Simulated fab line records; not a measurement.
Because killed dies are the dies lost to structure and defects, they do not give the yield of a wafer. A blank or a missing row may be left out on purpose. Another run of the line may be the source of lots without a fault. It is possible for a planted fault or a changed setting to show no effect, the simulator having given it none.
fab line records ; flow n5-finfet
record lots=9; wafers=23; last-day=16
route steps=1938 shown MOL_CONTACT_COAG@607 BEOL_M0_SAQP@636 BEOL_M4@1111
lots that met no fault: from a run of the same line without faults
start-h: hours from the record's first day to the start of the lot's first wafer shown ; wait-h: hours from the lot's prior step to this one ; " as in the row above ; L1.1+2: several wafers, shown together as one row ; - value missing, or start not given ; * or withheld: withheld ; < > ~ a bound
route shown NAME@n: names a module that has steps shown in the file, with the first one's number in the route ; usual: the fault-free wafers' mean and standard deviation ; same: alike in all rows ; chamber/n: place in a boat ; sites: per-site readings ; _std_site: the values' standard deviation ; _edge_site: mean of outer sites minus mean of inner sites ; radius-mm: how far each site lies from the wafer's centre ; mask NAME#n: copy n ; behind: the tool/chamber that last shaped the wafer ; hold: why the lot was held/for how many hours/how that ended ; device: names the non-switching transistor (n, p or np) ; end of line: the same wafers' tests at the end of the route ; for a step that has no rows: nothing shown but its recipe ; killed: count of dies lost to structure and defects at first sort (not the wafer's yield) ; map: a wafer's dies, marking killed ones x, the rest . and places with no die _
set.NAME: the setting that was run; set.NAME@STEP: the one run at that earlier step ; model.NAME: the simulator's own value behind a step, which no gauge read
one table for each step of the route and one row for each wafer, over a sample of lots
services: from which hour (start-h, from the record's first day; less than 0 if before it) a tool's chamber was out of use, for how many hours, and why
## steps
# step N5_MOL_CONTACT_COAG_ETCH_66
# recipe chemistry=CF4; target=SiARC; target-depth-a=130; mask-material=CAR-EUV; time-s=21.7; ion-energy-ev=80; pressure-mtorr=40; source-w=545; bias-w=36; Ar_flow_sccm=100; cf4-flow-sccm=100; ends=cleared
# usual drypump-motor-current-A=5.8/0.49; etch-rf-on-time-s=21.9/0.39; oes-product-au=0.65/0.058; rf-vpp-V=184.3/1.1; showerhead-plenum-p-Torr=2.16/0.073; throttle-valve-pct=15.58/0.22
lot.wafer;tool;chamber;start-h;wait-h;drypump-motor-current-A;etch-rf-on-time-s;oes-product-au;rf-hours-counter-h;rf-vpp-V;showerhead-plenum-p-Torr;throttle-valve-pct
L158.2;rie-diel-05;1;116.46;0.0;6.1;21.6;0.62;217;183.7;2.12;15.74
L158.4;rie-diel-05;3;116.46;0.0;5.4;22.2;0.63;167;183.3;2.14;15.72
L158.5;rie-diel-05;2;116.46;0.0;6.3;22.0;0.62;-;183.1;2.14;15.76
L159.1;rie-diel-05;1;120.44;0.0;6.1;21.7;0.62;219;183.0;2.12;15.74
L159.3;rie-diel-05;2;120.44;0.0;6.3;22.4;0.61;173;184.1;2.14;15.78
L159.5;rie-diel-05;3;120.44;0.0;5.3;22.5;0.63;-;183.3;2.14;15.74
L163.1;rie-diel-01;1;147.81;0.0;6.1;22.6;0.61;186;182.7;2.05;15.54
L163.3;rie-diel-01;0;147.81;0.0;5.5;22.5;0.59;244;185.3;2.20;15.53
L163.6;rie-diel-01;3;147.81;0.0;5.1;22.3;0.71;-;184.1;2.26;15.25
L164.1;rie-diel-01;0;155.85;0.0;5.5;22.6;0.58;247;185.0;2.20;15.54
L164.4;rie-diel-01;2;155.85;0.0;5.4;21.6;0.71;65;185.9;2.26;15.32
L164.6;rie-diel-01;2;155.85;0.0;5.4;21.7;0.71;-;185.6;2.26;15.33
L165.1;rie-diel-03;2;156.74;0.0;6.6;22.1;0.61;200;184.9;2.21;15.95
L165.3;rie-diel-03;0;156.74;0.0;6.3;21.5;0.78;20;184.1;2.10;15.43
L165.4;rie-diel-03;1;156.74;0.0;5.7;21.6;0.68;94;183.6;2.25;15.29
L166.2;rie-diel-03;2;167.58;0.0;6.6;21.9;0.60;204;184.1;2.21;15.93
L166.5;rie-diel-03;1;167.58;0.0;5.6;21.5;0.68;-;185.1;2.25;15.30
L166.6;rie-diel-03;0;167.58;0.0;6.3;21.4;0.79;-;184.1;2.10;15.44
L169.2;rie-diel-03;1;186.94;0.0;5.7;21.7;0.67;104;185.4;2.25;15.29
L169.3;rie-diel-03;0;186.94;0.0;6.3;21.5;0.77;29;183.2;2.10;15.45
L171.1;rie-diel-05;2;194.26;0.0;6.3;21.8;0.60;200;185.3;2.13;15.82
L171.3;rie-diel-05;0;194.26;0.0;5.2;22.2;0.60;226;184.9;2.20;15.75
L174.6;rie-diel-03;3;206.42;0.0;6.3;21.4;0.67;-;184.1;2.06;15.52
# step N5_MOL_CONTACT_COAG_ALD_133
# recipe material=SiO2; target-thk-a=50; temp-c=100; ald-precursor-family=BDEAS; ald-co-reactant=O2-plasma; pulse-time-s=1; co-reactant-pulse-time-s=1; purge-time-s=2; co-reactant-purge-time-s=2; ald-cycles=35; pressure-torr=2
# usual heater-power-w=79/8.8; precursor-pulse-height-rel=0.999/0.019
lot.wafer;tool;chamber;start-h;wait-h;heater-power-w;precursor-pulse-height-rel
L158.2;ald-sin-02;3;116.55;0.1;80;0.986
L158.4;ald-sin-02;0;116.55;0.1;73;0.987
L158.5;ald-sin-02;1;116.55;0.1;77;0.996
L159.1;ald-sin-02;2;120.53;0.1;99;1.016
L159.3;ald-sin-02;0;120.53;0.1;74;0.997
L159.5;ald-sin-02;1;120.53;0.1;76;1.001
L163.1;ald-sin-03;2;149.98;2.1;86;1.002
L163.3;ald-sin-03;0;149.98;2.1;81;0.985
L163.6;ald-sin-03;1;149.98;2.1;79;0.993
L164.1;ald-sin-02;0;155.93;0.1;76;1.022
L164.4;ald-sin-02;1;155.93;0.1;76;1.045
L164.6;ald-sin-02;2;155.93;0.1;99;0.983
L165.1;ald-sin-03;0;158.05;1.3;83;1.017
L165.3;ald-sin-03;2;158.05;1.3;87;1.013
L165.4;ald-sin-03;1;158.05;1.3;82;0.975
L166.2;ald-sin-02;2;167.83;0.2;101;0.986
L166.5;ald-sin-02;3;167.83;0.2;78;1.003
L166.6;ald-sin-02;2;167.83;0.2;100;1.000
L169.2;ald-sin-02;2;187.33;0.4;99;0.999
L169.3;ald-sin-02;3;187.33;0.4;77;1.019
L171.1;ald-sin-03;3;194.38;0.1;73;0.993
L171.3;ald-sin-03;2;194.38;0.1;85;1.012
L174.6;ald-sin-03;2;206.55;0.1;87;1.000
# step N5_MOL_CONTACT_COAG_STRIP_72
# recipe chemistry=N2/H2; power-w=450; temp-c=40; pressure-mtorr=20; rf-frequency-hz=6e+07; overash-fraction=3; bias-power-w=7; h2-frac=0.5; n2-flow-sccm=200; h2-flow-sccm=200
# usual drypump-motor-current-A=5.9/0.49; n2-flow-sccm=199.9/0.59; oes-product-au=0.78/0.073; rf-vpp-V=59.2/1.8; showerhead-plenum-p-Torr=2.56/0.097; throttle-valve-pct=23.5/0.32
lot.wafer;tool;chamber;start-h;wait-h;drypump-motor-current-A;n2-flow-sccm;oes-product-au;rf-hours-counter-h;rf-vpp-V;showerhead-plenum-p-Torr;throttle-valve-pct
L158.2;rie-diel-03;2;117.25;0.0;6.6;200.2;0.72;188;57.4;2.63;24.1
L158.4;rie-diel-03;1;117.25;0.0;5.7;200.3;0.80;81;59.2;2.67;23.0
L158.5;rie-diel-03;0;117.25;0.0;6.3;200.4;0.96;-;62.4;2.49;23.3
L159.1;rie-diel-01;1;120.99;0.0;6.1;201.0;0.75;175;56.1;2.43;23.3
L159.3;rie-diel-01;3;120.99;0.0;5.1;199.5;0.84;39;57.0;2.70;23.5
L159.5;rie-diel-01;0;120.99;0.0;5.5;199.1;0.70;-;60.1;2.61;23.4
L163.1;rie-diel-01;0;150.44;0.0;5.5;200.6;0.68;245;61.3;2.61;23.4
L163.3;rie-diel-01;3;150.44;0.0;5.1;200.2;0.81;52;59.8;2.70;23.6
L163.6;rie-diel-01;1;150.44;0.0;6.1;199.6;0.73;-;57.2;2.42;23.3
L164.1;rie-diel-03;3;156.39;0.0;6.3;200.2;0.78;120;59.5;2.44;23.3
L164.4;rie-diel-03;2;156.39;0.0;6.6;199.9;0.71;200;57.7;2.62;24.1
L164.6;rie-diel-03;2;156.39;0.0;6.6;199.9;0.71;-;60.0;2.62;24.1
L165.1;rie-diel-05;1;158.51;0.0;6.1;199.4;0.72;235;60.5;2.50;23.8
L165.3;rie-diel-05;3;158.51;0.0;5.3;200.5;0.72;183;58.2;2.53;23.8
L165.4;rie-diel-05;1;158.51;0.0;6.2;198.9;0.71;-;61.6;2.50;23.8
L166.2;rie-diel-01;3;168.29;0.0;5.1;199.2;0.82;60;60.4;2.69;23.6
L166.5;rie-diel-01;3;168.29;0.0;5.1;199.5;0.82;-;57.8;2.69;23.5
L166.6;rie-diel-01;2;168.29;0.0;5.4;200.8;0.84;-;61.2;2.68;23.4
L169.2;rie-diel-03;3;187.79;0.0;6.3;200.3;0.78;130;59.7;2.44;23.3
L169.3;rie-diel-03;2;187.79;0.0;6.6;199.2;0.72;210;59.7;2.62;24.2
L171.1;rie-diel-03;1;194.86;0.0;5.7;199.2;0.79;106;56.0;2.66;23.0
L171.3;rie-diel-03;2;194.86;0.0;6.6;199.0;0.70;212;58.7;2.62;24.1
L174.6;rie-diel-05;2;206.96;0.0;6.3;201.4;0.70;-;57.3;2.52;23.8
# step N5_BEOL_M0_SAQP_PECVD_96
# recipe material=a-Si; target-thk-a=450; temp-c=350; precursor=SiH4/He; pressure-torr=3; rf-w=100; time-s=45.2
# usual heater-power-w=643/63; run-length-s=81.5/0.57; showerhead-plenum-p-Torr=5.68/0.08; throttle-valve-pct=18.2/0.89
lot.wafer;tool;chamber;start-h;wait-h;heater-power-w;run-length-s;showerhead-plenum-p-Torr;throttle-valve-pct
L158.2;pecvd-01;1;123.48;0.0;688;80.9;5.77;19.1
L158.4;pecvd-01;0;123.48;0.0;540;82.4;5.54;18.6
L158.5;pecvd-01;1;123.48;0.0;720;81.1;5.79;19.3
L159.1;pecvd-04;0;126.48;0.0;615;81.7;5.68;17.9
L159.3;pecvd-04;2;126.48;0.0;647;82.1;5.78;18.4
L159.5;pecvd-04;2;126.48;0.0;655;81.8;5.76;18.4
L163.1;pecvd-04;2;155.93;0.0;686;82.3;5.75;18.4
L163.3;pecvd-04;0;155.93;0.0;577;81.1;5.68;17.9
L163.6;pecvd-04;2;155.93;0.0;557;82.6;5.75;18.4
L164.1;pecvd-04;1;162.17;0.0;682;82.0;5.66;19.3
L164.4;pecvd-04;0;162.17;0.0;589;81.3;5.67;18.0
L164.6;pecvd-04;1;162.17;0.0;665;81.8;5.65;19.5
L165.1;pecvd-01;2;165.85;0.0;599;82.2;5.54;17.0
L165.3;pecvd-01;0;165.85;0.0;607;81.8;5.54;18.5
L165.4;pecvd-01;2;165.85;0.0;585;82.2;5.53;17.5
L166.2;pecvd-03;2;174.47;0.0;666;80.9;5.68;16.9
L166.5;pecvd-03;1;174.47;0.0;579;81.6;5.60;17.0
L166.6;pecvd-03;2;174.47;0.0;673;80.9;5.70;16.8
L169.2;pecvd-04;0;194.87;0.0;538;66.4;5.67;17.9
L169.3;pecvd-04;2;194.87;0.0;591;67.7;5.75;18.2
L171.1;pecvd-04;2;200.95;0.0;663;82.4;5.77;18.5
L171.3;pecvd-04;1;200.95;0.0;682;67.5;5.64;19.2
L174.6;pecvd-04;0;212.47;0.0;519;81.1;5.69;17.9
# step N5_BEOL_M0_SAQP_MANDREL_ETCH_103
# recipe chemistry=HBr/Cl2; target=a-Si; target-depth-a=450; bt-time-s=10; stop-on=SiCN; mask-material=SiO2; over-etch-frac=0.8; time-s=27; pressure-mtorr=10; icp-w=800; bias-w=75; HBr_flow_sccm=150; Cl2_flow_sccm=80; ends=end-point
# usual drypump-motor-current-A=5.65/0.25; oes-product-au=0.681/0.011; throttle-valve-pct=35.56/0.19
lot.wafer;tool;chamber;start-h;wait-h;drypump-motor-current-A;oes-product-au;rf-hours-counter-h;throttle-valve-pct
L158.2;rie-si-01;1;125.98;0.0;5.57;0.667;164;35.48
L158.4;rie-si-01;3;125.98;0.0;5.65;0.671;76;35.90
L158.5;rie-si-01;2;125.98;0.0;5.98;0.700;-;35.37
L159.1;rie-si-03;0;129.26;0.0;5.86;0.678;87;35.34
L159.3;rie-si-03;1;129.26;0.0;5.36;0.688;188;35.46
L159.5;rie-si-03;0;129.26;0.0;5.87;0.687;-;35.34
L163.1;rie-si-02;2;159.21;0.0;5.93;0.660;173;35.74
L163.3;rie-si-02;3;159.21;0.0;6.00;0.674;179;35.50
L163.6;rie-si-02;1;159.21;0.0;5.48;0.678;-;35.28
L164.1;rie-si-03;3;164.67;0.0;5.77;0.684;31;35.70
L164.4;rie-si-03;2;164.67;0.0;5.63;0.691;68;35.75
L164.6;rie-si-03;0;164.67;0.0;5.87;0.684;-;35.32
L165.1;rie-si-03;0;168.88;0.0;5.86;0.683;88;35.34
L165.3;rie-si-03;2;168.88;0.0;5.59;0.678;68;35.77
L165.4;rie-si-03;1;168.88;0.0;5.38;0.702;189;35.45
L166.2;rie-si-02;1;177.05;0.0;5.49;0.667;99;35.28
L166.5;rie-si-02;2;177.05;0.0;5.93;0.675;-;35.71
L166.6;rie-si-02;1;177.05;0.0;5.49;0.682;-;35.26
L169.2;rie-si-01;1;197.43;0.0;5.58;0.553;166;35.74
L169.3;rie-si-01;0;197.43;0.0;5.28;0.561;27;35.80
L171.1;rie-si-01;3;203.49;0.0;5.66;0.660;78;35.90
L171.3;rie-si-01;1;203.49;0.0;5.58;0.554;166;35.75
L174.6;rie-si-02;3;215.01;0.0;6.01;0.687;-;35.49
# step N5_BEOL_M4_RC_MEAS_101
# usual DIBL_N=36.3/1.4; DIBL_P=35.7/1.5; IOFF_N=0.155/0.022; IOFF_P=0.204/0.027; ION_N=671/9; ION_P=459/6.2; SS_N=71.5/0.54; SS_P=73.1/0.56; VT_N=250.2/2.6; VT_P=-251/3.3
lot.wafer;tool;chamber;start-h;wait-h;DIBL_N[mV/V];DIBL_P[mV/V];IOFF_N[nA/um];IOFF_P[nA/um];ION_N[uA/um];ION_P[uA/um];SS_N[mV/dec];SS_P[mV/dec];VT_N[mV];VT_P[mV]
L158.2;prober-01;0;186.80;0.2;35.3;35.6;0.162;0.216;677;466;71.7;73.3;247.9;-248
L158.4;prober-01;0;186.80;0.2;35.4;35.4;0.156;0.221;663;462;71.7;73.4;249.2;-249
L158.5;prober-01;0;186.80;0.2;34.2;33.7;0.144;0.187;671;457;70.8;72.3;250.9;-251
L159.1;prober-02;0;189.13;0.0;35.0;34.9;0.137;0.171;663;453;70.7;72.3;250.8;-255
L159.3;prober-02;0;189.13;0.0;36.4;36.8;0.176;0.195;682;464;71.5;73.4;245.6;-254
L159.5;prober-02;0;189.13;0.0;38.2;38.8;0.212;0.222;686;456;71.1;73.6;243.2;-252
L163.1;prober-01;0;212.61;0.0;35.3;35.5;0.133;0.177;677;462;70.9;72.4;253.2;-255
L163.3;prober-01;0;212.61;0.0;36.1;35.9;0.149;0.185;661;451;71.3;73.4;251.9;-255
L163.6;prober-01;0;212.61;0.0;36.7;35.6;0.151;0.174;668;447;71.6;72.5;252.9;-258
L164.1;prober-02;0;226.85;0.0;36.4;36.7;0.169;0.245;676;467;71.6;73.9;246.8;-246
L164.4;prober-02;0;226.85;0.0;34.9;36.1;0.154;0.230;679;466;71.5;73.3;247.3;-245
L164.6;prober-02;0;226.85;0.0;34.9;34.9;0.147;0.223;675;468;71.6;72.8;252.1;-246
L165.1;prober-01;0;232.23;0.0;34.8;33.3;0.128;0.189;669;468;72.3;73.1;252.8;-247
L165.3;prober-01;0;232.23;0.0;36.0;35.0;0.153;0.218;679;465;71.9;72.9;248.1;-248
L165.4;prober-01;0;232.23;0.0;36.4;35.6;0.152;0.225;662;464;71.5;72.9;250.0;-247
L166.2;prober-01;0;238.25;0.2;37.1;37.5;0.163;0.199;676;461;72.0;73.3;248.6;-251
L166.5;prober-01;0;238.25;0.2;36.2;36.3;0.154;0.191;679;459;71.6;73.1;250.6;-253
L166.6;prober-01;0;238.25;0.2;36.8;37.2;0.159;0.209;664;455;71.5;73.6;250.3;-253
L169.2;prober-01;0;247.77;0.2;35.8;33.7;0.151;0.171;668;451;72.0;73.8;252.2;-260
L169.3;prober-01;0;247.77;0.2;36.0;34.3;0.158;0.180;682;462;70.8;73.5;250.4;-255
L171.1;prober-02;0;255.69;0.0;38.7;36.4;0.170;0.212;677;462;72.5;73.1;246.9;-247
L171.3;prober-02;0;255.69;0.0;38.6;36.9;0.167;0.211;673;457;72.1;74.2;247.0;-252
L174.6;prober-01;0;275.10;0.8;35.4;34.6;0.138;0.192;677;462;71.6;73.0;250.7;-251
## services
tool;chamber;start-h;hours;kind
rie-diel-03;-;94.92;10.0;pm
ald-sin-02;0;99.37;-;clean
ald-sin-02;1;99.37;-;clean
ald-sin-02;2;99.37;-;clean
ald-sin-02;3;99.37;-;clean
rie-diel-03;3;109.32;3.6;repair
pecvd-03;-;114.44;4.8;repair
rie-si-01;1;118.02;3.2;repair
pecvd-03;-;123.28;1.4;repair
rie-diel-03;2;134.14;4.8;repair
rie-si-02;1;143.48;6.7;repair
pecvd-04;-;143.93;0.3;repair
pecvd-04;2;148.56;7.2;repair
rie-si-03;-;149.01;0.2;repair
rie-si-02;2;157.50;1.6;repair
rie-diel-01;0;162.56;-;clean
rie-diel-01;0;162.56;-;consumable-replace:esc
rie-diel-01;0;162.56;-;consumable-replace:focus-ring
rie-diel-01;0;162.56;21.0;scheduled-down
rie-diel-01;0;162.56;21.0;vent-cycle
pecvd-03;0;176.21;9.7;repair
rie-si-01;1;187.20;8.5;repair
rie-si-02;-;191.67;8.5;repair
rie-si-01;-;206.65;2.8;pm
## key
first-sign step=N5_BEOL_M0_SAQP_PECVD_96; reading=run-length-s; direction=down; sigmas=25; usual=*; struck=*
effect step=N5_BEOL_M0_SAQP_MANDREL_ETCH_103; reading=oes-product-au; direction=down; sigmas=12; usual=0.681; struck=0.556
met-at N5_BEOL_M0_SAQP_PECVD_96
struck-lots L169,L171
struck-wafers L169.2,L169.3,L171.3
not-acting-at N5_MOL_CONTACT_COAG_ETCH_66,N5_MOL_CONTACT_COAG_ALD_133,N5_MOL_CONTACT_COAG_STRIP_72
onset-between 162.17 194.87
fault kind=process-parameter-drift; tool=pecvd-04; chamber=-; onset-h=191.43; steps=N5_BEOL_M0_SAQP_PECVD_96; channel=time-s; offset=*; shape=step; end-h=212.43; scope=struck-wafers-only; acts-in=*; stated=*
